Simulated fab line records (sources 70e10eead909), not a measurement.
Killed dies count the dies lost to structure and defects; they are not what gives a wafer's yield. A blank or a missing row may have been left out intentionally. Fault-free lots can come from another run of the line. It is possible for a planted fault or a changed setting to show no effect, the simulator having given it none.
fab line records	flow nandHarc
record lots=24	wafers=72	lastDay=33
route steps=1302 shown A_STAIRCASE@772
lots untouched by any fault: they come from a run of this same line in which no faults occurred
startH: hours from the record's first day to the start of the lot's first wafer shown	waitH: hours since the lot's step before	" as in the row above	L1.1+2: a single row standing in for several wafers	- no value, or no start was given	* or withheld: withheld	< > ~ a bound
route shown NAME@n: names a module that has steps shown in the file, with the first one's number in the route	usual: mean and standard deviation over wafers with no fault	same: alike in all rows	chamber/n: place in a boat	sites: the reading at each site	_std_site: the values' standard deviation	_edge_site: inner sites' mean taken away from outer sites' mean	radiusMm: for every site, how far away it sits from the centre of the wafer	mask NAME#n: copy n	behind: the tool/chamber that last shaped the wafer	hold: reason for holding the lot/hours on hold/outcome of the hold	device: names the non-switching transistor (n, p or np)	end of line: the route-end tests of the same wafers	a step without rows: its recipe alone	killed: the dies lost at the first sort to structure and to defects; this is not the yield of the wafer	map: a wafer's dies, x killed, . not, _ none there
set.NAME: the run value of the setting; set.NAME@STEP: its run value at that earlier step	model.NAME: the simulator's own value behind a step, which no gauge read
steps of the route over a sample of lots; a table a step, a row a wafer
services: from which hour (startH, from the record's first day; less than 0 if before it) a tool's chamber was out of use, for how many hours, and why
## steps
# step NHARC_A_STAIRCASE_HM_DEP_456
# recipe targetThkA=31000	tempC=400	material=aC
# usual susceptorTempC=400.01/0.22	throttleValvePct=35.000/0.01
lot.wafer	tool	chamber	startH	waitH	susceptorTempC	throttleValvePct
L074.2	aclDep-01	0	353.54	-	399.77	35.020
L074.5	"	0	"	"	400.12	35.011
L074.6	"	0	"	"	400.00	34.993
L075.1	aclDep-02	0	375.10	-	400.04	35.003
L075.3	"	0	"	"	399.96	35.014
L075.5	"	0	"	"	400.08	35.016
L076.2	aclDep-02	0	379.68	-	400.13	34.990
L076.4	"	0	"	"	399.98	35.010
L076.5	"	0	"	"	400.31	34.988
L077.2	aclDep-01	0	387.43	-	400.29	34.992
L077.3	"	0	"	"	399.75	34.985
L077.6	"	0	"	"	400.21	35.004
L078.1	aclDep-02	0	407.11	-	400.00	34.985
L078.2	"	0	"	"	400.34	35.000
L078.3	"	0	"	"	400.22	34.995
L079.2	aclDep-01	0	416.02	-	400.13	34.995
L079.4	"	0	"	"	400.25	34.997
L079.6	"	0	"	"	400.11	34.994
L080.1	aclDep-01	0	429.34	-	400.33	34.988
L080.4	"	0	"	"	400.13	34.987
L080.6	"	0	"	"	400.17	34.982
L081.1	aclDep-03	0	440.06	-	400.12	35.022
L081.4	"	0	"	"	399.99	35.009
L081.6	"	0	"	"	400.00	34.995
L082.2	aclDep-03	0	442.22	-	400.07	35.001
L082.3	"	0	"	"	399.89	34.999
L082.5	"	0	"	"	399.87	34.990
L083.1	aclDep-03	0	451.05	-	-	35.000
L083.2	"	0	"	"	-	35.005
L083.3	"	0	"	"	-	34.993
L085.1	aclDep-02	0	468.03	-	400.36	35.006
L085.2	"	0	"	"	400.23	34.976
L085.6	"	0	469.57	-	400.06	34.985
L084.3	aclDep-02	0	470.49	-	-	35.004
L084.4	"	0	"	"	-	34.998
L084.5	"	0	"	"	-	34.996
L086.2	aclDep-02	0	476.39	-	399.84	35.014
L086.3	"	0	"	"	399.49	34.981
L086.5	"	0	"	"	399.67	35.004
L088.1	aclDep-03	0	510.14	-	400.01	34.990
L088.4	"	0	"	"	400.24	34.997
L088.5	"	0	"	"	400.22	34.994
L087.3	aclDep-01	0	513.07	-	399.65	35.012
L087.5	"	0	"	"	399.93	35.013
L087.6	"	0	"	"	399.84	35.009
L089.2	aclDep-03	0	516.76	-	-	35.004
L089.3	"	0	"	"	-	35.002
L089.5	"	0	"	"	-	34.971
L091.2	aclDep-02	0	526.89	-	-	35.000
L091.4	"	0	"	"	-	35.005
L091.5	"	0	"	"	-	34.988
L090.2	aclDep-03	0	527.23	-	400.07	34.992
L090.3	"	0	"	"	400.17	35.002
L090.6	"	0	"	"	400.01	34.999
L092.2	aclDep-01	0	549.41	-	-	35.009
L092.5	"	0	"	"	-	35.009
L092.6	"	0	"	"	-	34.995
L093.1	aclDep-02	0	552.00	-	-	34.985
L093.2	"	0	"	"	-	35.002
L093.4	"	0	"	"	-	35.003
L094.2	aclDep-03	0	567.65	-	399.62	35.012
L094.4	"	0	"	"	399.60	35.008
L094.5	"	0	"	"	399.85	35.020
L095.2	aclDep-01	0	568.47	-	399.61	34.994
L095.3	"	0	"	"	399.60	35.005
L095.6	"	0	"	"	399.58	35.017
L096.2	aclDep-02	0	587.80	-	399.72	34.993
L096.3	"	0	"	"	400.13	35.006
L096.5	"	0	"	"	400.11	35.007
L097.3	aclDep-03	0	599.62	-	399.61	34.989
L097.5	"	0	"	"	399.89	35.001
L097.6	"	0	"	"	399.54	35.004
# step NHARC_A_STAIRCASE_HM_DEP_459
# recipe targetThkA=15000	tempC=400	material=aC
# usual susceptorTempC=399.91/0.2	throttleValvePct=35.000/0.0082
lot.wafer	tool	chamber	startH	waitH	susceptorTempC	throttleValvePct
L074.2	aclDep-02	0	360.40	1.4	-	35.001
L074.5	"	0	"	"	-	35.005
L074.6	"	0	"	"	-	35.008
L075.1	aclDep-01	0	383.91	2.6	399.96	35.004
L075.3	"	0	"	"	399.88	34.992
L075.5	"	0	"	"	399.71	34.997
L076.2	aclDep-03	0	385.77	0.7	400.23	34.993
L076.4	"	0	"	"	400.08	35.010
L076.5	"	0	"	"	400.13	34.999
L077.2	aclDep-01	0	394.76	1.9	399.72	34.998
L077.3	"	0	"	"	399.99	35.002
L077.6	"	0	"	"	399.70	34.997
L078.1	aclDep-01	0	417.63	0.1	-	34.991
L078.2	"	0	"	"	-	34.993
L078.3	"	0	"	"	-	35.007
L079.2	aclDep-01	0	421.92	0.5	399.45	34.997
L079.4	"	0	"	"	399.98	35.000
L079.6	"	0	"	"	400.01	34.996
L080.1	aclDep-03	0	437.73	2.5	-	35.004
L080.4	"	0	"	"	-	34.995
L080.6	"	0	"	"	-	35.000
L081.1	aclDep-03	0	445.88	0.1	399.81	34.997
L081.4	"	0	"	"	399.62	34.984
L081.6	"	0	"	"	399.71	34.990
L082.2	aclDep-01	0	449.33	1.6	-	34.991
L082.3	"	0	"	"	-	35.004
L082.5	"	0	"	"	-	34.993
L083.1	aclDep-02	0	458.94	1.9	399.66	34.989
L083.2	"	0	"	"	399.80	34.986
L083.3	"	0	"	"	399.61	35.006
L085.1	aclDep-02	0	474.27	0.1	-	34.989
L085.2	"	0	"	"	-	35.003
L085.6	"	0	475.79	1.6	-	34.997
L084.3	aclDep-03	0	478.50	2.4	-	35.005
L084.4	"	0	"	"	-	34.992
L084.5	"	0	"	"	-	34.992
L086.2	aclDep-01	0	485.67	3.8	399.83	35.001
L086.3	"	0	"	"	400.05	34.999
L086.5	"	0	"	"	399.67	35.016
L088.1	aclDep-02	0	518.70	2.3	-	34.998
L088.4	"	0	"	"	-	35.014
L088.5	"	0	"	"	-	34.999
L087.3	aclDep-02	0	521.12	2.8	-	35.005
L087.5	"	0	"	"	-	34.993
L087.6	"	0	"	"	-	35.003
L089.2	aclDep-03	0	522.94	0.7	399.58	34.987
L089.3	"	0	"	"	399.79	35.002
L089.5	"	0	"	"	400.03	35.000
L090.2	aclDep-03	0	532.98	0.4	399.68	34.990
L090.3	"	0	"	"	399.90	35.000
L090.6	"	0	"	"	399.65	35.009
L091.2	aclDep-01	0	533.34	0.4	400.15	34.990
L091.4	"	0	"	"	400.06	34.990
L091.5	"	0	"	"	400.14	34.999
L092.2	aclDep-03	0	557.92	3.0	399.69	34.994
L092.5	"	0	"	"	400.27	34.995
L092.6	"	0	"	"	400.04	35.001
L093.1	aclDep-02	0	561.25	3.6	400.03	35.007
L093.2	"	0	"	"	399.89	35.003
L093.4	"	0	"	"	400.11	35.002
L095.2	aclDep-02	0	574.50	0.4	400.01	35.006
L095.3	"	0	"	"	399.69	34.982
L095.6	"	0	"	"	399.76	35.003
L094.2	aclDep-03	0	574.68	0.4	399.93	34.999
L094.4	"	0	"	"	400.17	35.002
L094.5	"	0	"	"	399.66	35.016
L096.2	aclDep-03	0	594.10	0.4	-	34.996
L096.3	"	0	"	"	-	35.000
L096.5	"	0	"	"	-	34.995
L097.3	aclDep-01	0	605.66	0.8	400.02	35.007
L097.5	"	0	"	"	399.60	34.996
L097.6	"	0	"	"	399.72	35.003
# step NHARC_A_STAIRCASE_DEP_280
# recipe targetThkA=300	targetThkNm=30	tempC=400	pressureTorr=3.5	flowSccm=200	rfW=350	material=SiON
# usual heaterPowerW=746/85	susceptorTempC=399.97/0.22
lot.wafer	tool	chamber	startH	waitH	heaterPowerW	susceptorTempC
L074.2	pecvd-03	2	361.92	1.2	762	399.86
L074.6	"	2	"	"	756	399.62
L074.5	"	0	"	"	627	400.09
L075.3	pecvd-03	2	385.82	1.0	765	399.92
L075.1	"	0	"	"	667	399.91
L075.5	"	1	"	"	662	399.75
L076.2	pecvd-03	1	387.34	1.3	755	399.74
L076.5	"	1	"	"	774	400.08
L076.4	"	0	"	"	618	399.58
L077.3	pecvd-03	1	396.39	1.0	749	399.87
L077.2	"	2	"	"	739	400.26
L077.6	"	0	"	"	667	400.16
L078.1	pecvd-03	0	419.48	1.5	589	400.00
L078.2	"	1	"	"	698	400.03
L078.3	"	2	"	"	686	400.04
L079.2	pecvd-04	1	423.54	1.3	866	399.85
L079.6	"	2	"	"	725	399.80
L079.4	"	0	"	"	802	400.38
L080.1	pecvd-03	0	439.64	1.6	664	400.29
L080.4	"	1	"	"	711	400.15
L080.6	"	0	"	"	668	400.16
L081.1	pecvd-01	1	447.81	1.6	751	399.98
L081.6	"	0	"	"	736	399.98
L081.4	"	1	"	"	776	400.22
L082.3	pecvd-03	2	450.87	0.9	800	399.98
L082.2	"	1	"	"	655	400.25
L082.5	"	2	"	"	806	400.09
L083.3	pecvd-03	2	460.80	0.9	752	400.40
L083.2	"	0	"	"	622	399.96
L083.1	"	1	"	"	725	400.32
L085.2	pecvd-04	1	476.11	1.2	899	399.95
L085.1	"	2	"	"	713	399.75
L085.6	"	0	"	"	816	399.41
L084.3	pecvd-03	2	479.77	1.0	783	400.06
L084.5	"	2	"	"	809	399.61
L084.4	"	0	"	"	610	400.04
L086.3	pecvd-03	1	487.24	0.9	638	400.13
L086.2	"	2	"	"	811	399.82
L086.5	"	0	"	"	689	400.14
L088.1	pecvd-03	1	520.53	1.5	704	399.89
L088.5	"	2	"	"	802	399.89
L088.4	"	0	"	"	675	399.84
L087.3	pecvd-01	1	522.42	1.0	837	399.79
L087.5	"	2	"	"	875	399.89
L087.6	"	0	"	"	656	399.56
L089.2	pecvd-04	1	524.53	1.3	962	399.72
L089.3	"	2	"	"	643	400.17
L089.5	"	2	"	"	673	400.20
L090.2	pecvd-01	2	534.53	1.2	874	399.83
L090.3	"	1	"	"	788	399.67
L090.6	"	1	"	"	767	399.99
L091.2	pecvd-03	1	534.89	1.2	733	399.81
L091.4	"	2	"	"	800	399.88
L091.5	"	0	"	"	611	399.89
L092.2	pecvd-04	2	559.55	1.3	713	400.02
L092.6	"	1	"	"	966	400.09
L092.5	"	2	"	"	717	400.15
L093.2	pecvd-03	2	563.11	1.2	820	400.08
L093.1	"	0	"	"	648	399.99
L093.4	"	0	"	"	646	400.15
L095.3	pecvd-01	2	576.11	1.0	857	400.00
L095.2	"	0	"	"	639	400.09
L095.6	"	2	"	"	859	399.80
L094.2	pecvd-03	0	576.31	1.3	702	400.28
L094.4	"	1	"	"	746	400.14
L094.5	"	0	"	"	691	400.01
L096.3	pecvd-04	2	595.63	0.9	706	399.85
L096.2	"	1	"	"	890	399.79
L096.5	"	2	"	"	723	399.55
L097.3	pecvd-04	1	606.91	0.9	885	399.95
L097.6	"	1	"	"	891	400.15
L097.5	"	0	"	"	791	399.60
# step NHARC_A_STAIRCASE_DEP_301
# recipe targetThkA=300	targetThkNm=30	tempC=400	pressureTorr=3.5	flowSccm=200	rfW=350	material=SiON
# usual heaterPowerW=747/78	susceptorTempC=400.02/0.21
lot.wafer	tool	chamber	startH	waitH	heaterPowerW	susceptorTempC
L074.2	pecvd-01	1	367.13	1.3	734	399.81
L074.6	"	0	"	"	684	400.11
L074.5	"	2	"	"	738	399.87
L075.1	pecvd-03	1	390.91	1.6	684	400.06
L075.3	"	0	"	"	660	399.75
L075.5	"	2	"	"	823	400.07
L076.2	pecvd-01	1	392.44	1.2	729	400.07
L076.5	"	1	"	"	730	399.84
L076.4	"	2	"	"	853	400.32
L077.2	pecvd-03	1	401.76	1.3	729	399.82
L077.3	"	2	"	"	725	400.19
L077.6	"	0	"	"	660	399.84
L078.1	pecvd-01	2	424.42	1.5	735	400.47
L078.3	"	0	"	"	712	400.06
L078.2	"	1	"	"	795	400.10
L079.2	pecvd-03	1	429.36	1.2	760	400.27
L079.4	"	1	"	"	757	400.22
L079.6	"	2	"	"	779	400.09
L080.1	pecvd-04	0	444.85	1.6	752	400.08
L080.4	"	2	"	"	732	399.85
L080.6	"	0	"	"	752	400.16
L081.1	pecvd-03	0	452.87	1.6	652	400.16
L081.4	"	0	"	"	662	400.20
L081.6	"	1	"	"	724	400.07
L082.2	pecvd-01	1	455.95	1.3	693	399.91
L082.3	"	2	"	"	881	399.82
L082.5	"	2	"	"	693	400.32
L083.2	pecvd-01	0	469.57	1.3	676	400.11
L083.1	"	1	"	"	733	400.03
L083.3	"	2	"	"	798	400.26
L085.1	pecvd-04	2	481.59	1.6	761	399.89
L085.2	"	0	"	"	674	400.06
L085.6	"	2	"	"	776	400.02
L084.3	pecvd-01	2	489.09	1.0	806	399.58
L084.5	"	1	"	"	785	400.20
L084.4	"	2	"	"	817	399.83
L086.2	pecvd-04	1	495.12	1.3	909	399.86
L086.3	"	2	"	"	770	400.33
L086.5	"	1	"	"	912	399.69
L088.1	pecvd-03	1	526.98	1.6	711	399.70
L088.4	"	0	"	"	560	399.89
L088.5	"	1	"	"	711	399.73
L087.3	pecvd-04	1	530.27	0.9	866	400.64
L087.5	"	1	"	"	854	400.53
L087.6	"	2	"	"	751	400.11
L089.2	pecvd-04	1	530.64	1.3	835	400.13
L089.3	"	0	"	"	778	400.12
L089.5	"	1	"	"	814	400.22
L091.2	pecvd-01	2	540.08	1.3	736	400.06
L091.4	"	1	"	"	795	399.81
L091.5	"	2	"	"	753	399.90
L090.2	pecvd-03	1	540.72	1.3	760	400.33
L090.3	"	2	"	"	723	400.03
L090.6	"	1	"	"	773	400.20
L092.2	pecvd-01	1	565.70	1.3	680	400.25
L092.6	"	0	"	"	658	400.13
L092.5	"	2	"	"	848	400.14
L093.2	pecvd-01	0	568.18	1.2	649	399.84
L093.1	"	2	"	"	768	399.91
L093.4	"	2	"	"	807	400.21
L095.2	pecvd-03	0	582.31	1.3	702	400.06
L095.3	"	1	"	"	747	399.89
L095.6	"	2	"	"	796	399.87
L094.2	pecvd-04	0	582.40	1.3	782	399.82
L094.5	"	1	"	"	931	400.08
L094.4	"	2	"	"	760	400.18
L096.2	pecvd-04	0	601.72	1.3	786	400.01
L096.3	"	1	"	"	867	399.85
L096.5	"	1	"	"	892	399.85
L097.3	pecvd-01	1	614.25	1.0	688	400.28
L097.6	"	2	"	"	821	399.60
L097.5	"	0	"	"	590	400.14
# step NHARC_A_STAIRCASE_STRIP_476
# recipe timeS=20	o2FlowSccm=500	arFlowSccm=0	biasW=0	chemistry=O2
# usual chamberPressureMTorr=60.00/0.049	drypumpMotorCurrentA=5.6/0.62	oesProductAu=0.999/0.011	rfVppV=57.8/0.92	showerheadPlenumPTorr=3.52/0.13	throttleValvePct=17.036/0.0098
lot.wafer	tool	chamber	startH	waitH	chamberPressureMTorr	drypumpMotorCurrentA	oesProductAu	rfHoursCounterH	rfVppV	showerheadPlenumPTorr	throttleValvePct
L074.2	rieDiel-06	2	372.19	0.1	59.96	5.0	1.021	20	57.0	3.49	17.042
L074.5	"	3	"	"	59.99	6.5	0.999	-	56.4	3.31	17.046
L074.6	"	0	"	"	60.03	5.6	1.013	-	58.2	3.68	17.026
L075.3	rieDiel-06	0	395.91	0.1	59.98	5.7	1.013	25	57.4	3.67	17.039
L075.1	"	3	"	"	59.95	6.5	0.995	31	57.6	3.30	17.032
L075.5	"	0	"	"	59.98	5.7	1.011	-	58.7	3.67	17.051
L076.4	rieDiel-06	2	397.33	0.1	60.01	5.1	1.003	34	60.4	3.49	17.010
L076.2	"	0	"	"	59.94	5.6	0.998	25	57.3	3.67	17.038
L076.5	"	2	"	"	60.07	5.1	1.007	-	57.7	3.48	17.041
L077.3	rieDiel-06	0	406.74	0.1	60.03	5.6	1.003	27	57.6	3.67	17.036
L077.2	"	3	"	"	59.99	6.5	1.002	32	57.9	3.30	17.031
L077.6	"	0	"	"	60.01	5.6	1.012	-	57.4	3.67	17.052
L078.2	rieDiel-01	1	429.45	0.1	60.05	6.7	1.000	14	58.7	3.56	17.011
L078.1	"	2	"	"	60.02	5.7	0.972	11	58.6	3.51	17.033
L078.3	"	3	"	"	59.95	4.9	0.983	11	57.4	3.35	17.029
L079.2	rieDiel-05	2	434.41	0.1	59.97	6.3	0.998	3	56.7	3.41	17.024
L079.4	"	3	"	"	59.97	4.9	0.993	3	60.9	3.81	17.037
L079.6	"	2	"	"	60.03	6.4	0.996	-	58.0	3.41	17.047
L080.1	rieDiel-05	2	450.32	0.1	60.10	6.3	0.989	8	57.1	3.41	17.033
L080.4	"	3	"	"	59.98	4.9	0.996	9	59.4	3.80	17.023
L080.6	"	1	"	"	60.06	4.8	1.008	-	58.1	3.38	17.040
L081.4	rieDiel-01	2	457.96	0.1	60.00	5.7	0.977	22	57.2	3.50	17.033
L081.1	"	1	"	"	60.03	6.7	1.001	20	58.4	3.56	17.033
L081.6	"	2	"	"	59.98	5.7	0.979	-	57.5	3.50	17.046
L082.2	rieDiel-01	0	460.98	0.1	59.99	5.5	1.009	25	58.7	3.51	17.024
L082.3	"	3	"	"	60.01	4.9	1.002	24	57.0	3.35	17.038
L082.5	"	1	"	"	59.98	6.7	1.014	-	57.5	3.56	17.034
L083.2	rieDiel-05	0	474.61	0.1	60.08	5.3	1.002	16	58.2	3.46	17.032
L083.1	"	1	"	"	59.98	4.8	1.018	14	56.3	3.37	17.036
L083.3	"	2	"	"	59.99	6.3	0.991	16	58.6	3.40	17.030
L085.1	rieDiel-01	3	488.58	0.2	59.93	4.9	0.989	30	56.6	3.34	17.062
L085.2	"	0	"	"	60.03	5.5	0.999	32	56.9	3.51	17.036
L085.6	"	3	"	"	59.97	4.9	0.979	-	57.2	3.34	17.025
L084.3	rieDiel-06	0	494.09	0.1	59.92	5.7	0.984	0	59.7	3.66	17.029
L084.4	"	1	"	"	60.10	5.5	0.993	0	57.0	3.59	17.032
L084.5	"	1	"	"	59.99	5.5	1.002	-	56.9	3.59	17.034
L086.2	rieDiel-05	3	500.12	0.1	60.00	4.9	1.002	23	57.9	3.80	17.044
L086.3	"	0	"	"	60.07	5.3	0.992	21	58.4	3.46	17.037
L086.5	"	2	"	"	60.04	6.4	0.995	-	57.5	3.40	17.037
L088.1	rieDiel-01	1	532.37	0.3	59.99	6.8	1.004	46	57.5	3.54	17.042
L088.4	"	2	"	"	60.09	5.7	0.995	-	57.9	3.48	17.042
L088.5	"	1	"	"	60.08	6.7	1.008	-	58.2	3.54	17.043
L089.3	rieDiel-01	0	536.33	0.1	59.97	5.5	1.001	48	57.6	3.50	17.029
L089.2	"	1	"	"	60.09	6.7	1.007	47	59.7	3.54	17.026
L089.5	"	1	"	"	59.93	6.7	1.014	-	57.6	3.54	17.036
L087.3	rieDiel-06	1	537.25	0.1	59.96	5.5	1.001	14	57.2	3.58	17.044
L087.5	"	2	"	"	59.94	5.0	1.000	-	58.7	3.46	17.015
L087.6	"	3	"	"	60.01	6.5	1.003	-	58.9	3.80	17.035
L091.2	rieDiel-01	0	545.94	0.1	60.00	5.5	0.991	52	58.4	3.50	17.037
L091.4	"	1	"	"	59.95	6.7	0.997	51	58.5	3.54	17.044
L091.5	"	0	"	"	60.12	5.5	0.997	-	57.5	3.50	17.034
L090.3	rieDiel-01	2	546.49	0.1	60.05	5.7	0.984	55	57.6	3.48	17.032
L090.2	"	3	"	"	59.95	4.9	0.985	48	57.4	3.33	17.033
L090.6	"	0	"	"	60.00	5.5	0.991	-	57.5	3.50	17.044
L092.2	rieDiel-01	2	570.98	0.1	59.96	5.7	0.982	2	57.7	3.48	17.036
L092.6	"	3	"	"	60.06	4.9	0.999	-	58.5	3.33	17.048
L092.5	"	0	"	"	59.99	5.5	1.003	-	57.9	3.50	17.025
L093.4	rieDiel-05	2	576.94	0.1	59.96	6.3	0.983	51	58.3	3.39	17.026
L093.1	"	3	"	"	60.06	4.9	0.994	52	57.9	3.78	17.052
L093.2	"	1	"	"	60.01	4.8	1.010	48	58.1	3.36	17.035
L095.2	rieDiel-06	0	587.39	0.1	60.01	5.7	1.006	29	59.2	3.64	17.043
L095.3	"	3	"	"	59.97	6.5	1.014	36	59.9	3.79	17.019
L095.6	"	1	"	"	60.01	5.5	1.007	-	57.5	3.57	17.038
L094.4	rieDiel-06	1	587.53	0.1	60.04	5.5	1.005	31	59.0	3.57	17.049
L094.2	"	2	"	"	59.96	5.0	1.005	32	56.8	3.45	17.035
L094.5	"	2	"	"	59.90	5.1	1.009	-	58.8	3.45	17.031
L096.3	rieDiel-01	1	606.61	0.1	60.11	6.8	1.004	16	56.8	3.53	17.027
L096.2	"	3	"	"	60.06	4.9	0.999	17	57.4	3.32	17.022
L096.5	"	2	"	"	59.94	5.7	1.000	-	59.6	3.47	17.037
L097.3	rieDiel-06	0	619.22	0.1	60.04	5.7	0.993	39	59.4	3.63	17.044
L097.5	"	2	"	"	60.06	5.0	0.999	-	57.2	3.44	17.031
L097.6	"	3	"	"	60.02	6.5	1.005	-	57.6	3.78	17.040
# step NHARC_A_STAIRCASE_ALD_420
# recipe targetThkA=200	pulseTimeS=6	aldCycles=200	tempC=300	material=SiO2
# usual heaterPowerW=471/58	precursorPulseHeightRel=0.999/0.019	susceptorTempC=300.03/0.19
lot.wafer	tool	chamber	startH	waitH	heaterPowerW	precursorPulseHeightRel	susceptorTempC
L074.2	aldHk-04	0	374.42	0.3	450	0.984	300.02
L074.6	"	3	"	"	412	0.983	299.81
L074.5	"	0	"	"	448	0.991	299.86
L076.4	aldHk-01	2	398.87	-	499	0.975	299.82
L076.2	"	3	"	"	520	0.995	299.94
L076.5	"	2	"	"	481	1.026	299.98
L075.1	aldHk-04	0	399.26	-	453	1.010	300.15
L075.3	"	1	"	"	479	0.959	299.70
L075.5	"	0	"	"	453	1.006	300.33
L077.2	aldHk-04	3	409.56	-	426	0.965	299.74
L077.3	"	1	"	"	471	0.983	299.92
L077.6	"	0	"	"	452	1.009	300.19
L078.2	aldHk-01	1	432.26	-	526	1.009	-
L078.1	"	3	"	"	515	1.004	-
L078.3	"	0	"	"	429	1.011	-
L079.4	aldHk-01	2	437.37	-	477	1.011	300.10
L079.2	"	0	"	"	436	0.992	299.54
L079.6	"	1	"	"	523	0.995	299.86
L080.1	aldHk-04	0	453.30	-	381	0.958	299.91
L080.4	"	2	"	"	427	0.996	300.11
L080.6	"	0	"	"	401	1.022	299.85
L081.1	aldHk-02	1	460.93	-	511	1.025	-
L081.4	"	2	"	"	391	1.001	-
L081.6	"	0	"	"	602	0.987	-
L082.3	aldHk-01	0	463.78	-	444	0.977	300.28
L082.2	"	2	"	"	492	0.974	299.96
L082.5	"	0	"	"	420	1.005	300.04
L083.3	aldHk-02	3	477.41	-	449	1.028	299.57
L083.1	"	0	"	"	585	0.962	300.13
L083.2	"	1	"	"	525	1.014	300.16
L085.1	aldHk-01	1	491.39	-	491	0.987	300.00
L085.2	"	2	"	"	485	0.993	300.12
L085.6	"	1	"	"	502	1.022	299.73
L084.3	aldHk-04	0	496.90	-	380	0.989	300.14
L084.4	"	3	"	"	419	1.002	300.23
L084.5	"	0	"	"	386	1.012	300.12
L086.2	aldHk-02	1	503.09	-	510	0.972	299.80
L086.3	"	3	"	"	444	1.010	300.14
L086.5	"	1	"	"	513	1.002	300.25
L088.4	aldHk-04	2	535.78	-	426	1.034	300.16
L088.1	"	3	"	"	413	1.009	299.92
L088.5	"	1	"	"	493	1.040	300.01
L089.3	aldHk-02	0	539.45	-	577	0.992	300.35
L089.2	"	1	"	"	509	0.995	300.06
L089.5	"	2	"	"	399	1.017	300.22
L087.3	aldHk-01	0	539.61	-	441	0.987	300.29
L087.6	"	1	"	"	499	0.968	299.89
L087.5	"	2	"	"	477	1.000	300.14
L090.3	aldHk-02	1	548.90	-	491	1.035	299.88
L090.2	"	2	"	"	404	1.005	299.99
L090.6	"	0	"	"	580	1.000	300.19
L091.2	aldHk-04	1	548.90	-	504	0.976	300.07
L091.4	"	2	"	"	433	0.986	299.96
L091.5	"	1	"	"	511	0.989	299.90
L092.2	aldHk-02	2	574.16	-	393	1.009	300.13
L092.5	"	0	"	"	590	0.999	300.25
L092.6	"	1	"	"	501	1.011	300.16
L093.2	aldHk-01	2	579.90	-	476	0.992	-
L093.1	"	3	"	"	510	0.989	-
L093.4	"	0	"	"	444	0.969	-
L094.4	aldHk-02	0	590.19	-	574	1.018	299.90
L094.2	"	2	"	"	407	0.970	300.00
L094.5	"	1	"	"	497	0.997	299.91
L095.2	aldHk-04	1	590.35	-	515	0.971	300.08
L095.3	"	3	"	"	418	1.009	299.89
L095.6	"	1	"	"	520	1.015	300.17
L096.2	aldHk-04	2	609.44	-	426	0.993	300.23
L096.3	"	1	"	"	512	0.982	299.85
L096.5	"	2	"	"	444	0.984	300.05
L097.3	aldHk-02	0	622.65	-	577	1.016	300.64
L097.6	"	0	"	"	569	1.020	300.50
L097.5	"	1	"	"	515	1.002	300.37
## services
tool	chamber	startH	hours	kind
pecvd-04	2	331.74	12.7	repair
aldHk-02	-	349.62	10.0	pm
pecvd-03	-	366.30	13.0	pm
aclDep-01	-	369.62	13.0	pm
rieDiel-01	-	377.14	1.4	repair
rieDiel-01	-	381.26	9.0	pm
aldHk-04	-	389.65	1.0	repair
rieDiel-06	-	402.50	0.5	repair
aclDep-02	-	426.15	13.0	pm
aldHk-04	-	432.19	10.0	pm
rieDiel-01	1	441.49	7.4	repair
pecvd-04	-	450.41	13.0	pm
aldHk-04	-	472.87	2.7	repair
rieDiel-06	-	484.25	9.0	pm
aclDep-03	-	487.10	13.0	pm
pecvd-01	-	492.18	13.0	pm
pecvd-04	-	505.78	0.5	repair
rieDiel-01	3	528.71	7.8	repair
pecvd-03	-	547.30	13.0	pm
aclDep-01	-	550.93	13.0	pm
rieDiel-01	-	558.26	9.0	pm
rieDiel-06	0	595.74	4.3	repair
aclDep-02	-	607.15	13.0	pm
pecvd-03	0	618.30	3.5	repair
## key
fault none
